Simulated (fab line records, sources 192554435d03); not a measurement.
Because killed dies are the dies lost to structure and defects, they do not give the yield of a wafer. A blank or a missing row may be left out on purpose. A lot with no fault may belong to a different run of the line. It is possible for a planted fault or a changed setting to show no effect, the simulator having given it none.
Matching of chambers / flow n5_finfet / 4 sister chambers for N5_STI_FIN_REVEAL_ALD_14 on ald_sin-03
The step deposits Si3N4, target thk 3 nm. 4 wafers are shown with their chamber, then 9 later ones without.

EACH WAFER AND ITS CHAMBER
wafer=L087.1; chamber=1; heater_power_w (W)=777
wafer=L091.2; chamber=2; heater_power_w (W)=546
wafer=L092.5; chamber=0; heater_power_w (W)=804
wafer=L092.6; chamber=3; heater_power_w (W)=727

WAFERS WITHOUT THEIR CHAMBER
wafer=L093.1; heater_power_w (W)=553
wafer=L093.2; heater_power_w (W)=787
wafer=L093.6; heater_power_w (W)=548
wafer=L097.1; heater_power_w (W)=720
wafer=L097.2; heater_power_w (W)=821
wafer=L097.3; heater_power_w (W)=791
wafer=L097.4; heater_power_w (W)=543
wafer=L097.5; heater_power_w (W)=554
wafer=L097.6; heater_power_w (W)=725

WHICH CHAMBER EACH ONE RAN IN
wafer=L093.1; from the rows above=2; in truth=2
wafer=L093.2; from the rows above=can't be placed: 1 or 0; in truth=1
wafer=L093.6; from the rows above=2; in truth=2
wafer=L097.1; from the rows above=3; in truth=3
wafer=L097.2; from the rows above=0; in truth=0
wafer=L097.3; from the rows above=can't be placed: 0 or 1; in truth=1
wafer=L097.4; from the rows above=2; in truth=2
wafer=L097.5; from the rows above=2; in truth=2
wafer=L097.6; from the rows above=3; in truth=3
7 of 9 placed correctly. Can't be placed from these rows: 2 (the true chamber is among the candidates in 2). Wrongly placed: 0.
How it was worked out, from the rows above alone: a wafer's distance from a chamber is the root of the sum, over the readings, of the square of ((its reading less the chamber's mean) divided by the reading's scatter). If the next closest chamber is less than 2 further off than the closest, the wafer can't be placed; otherwise it belongs to the closest. For every chamber, the mean is computed from those of its wafers that are shown. The scatter (one wafer shown for each chamber): square how far every hidden wafer sits from the nearest shown wafer, average those squares and take the square root.
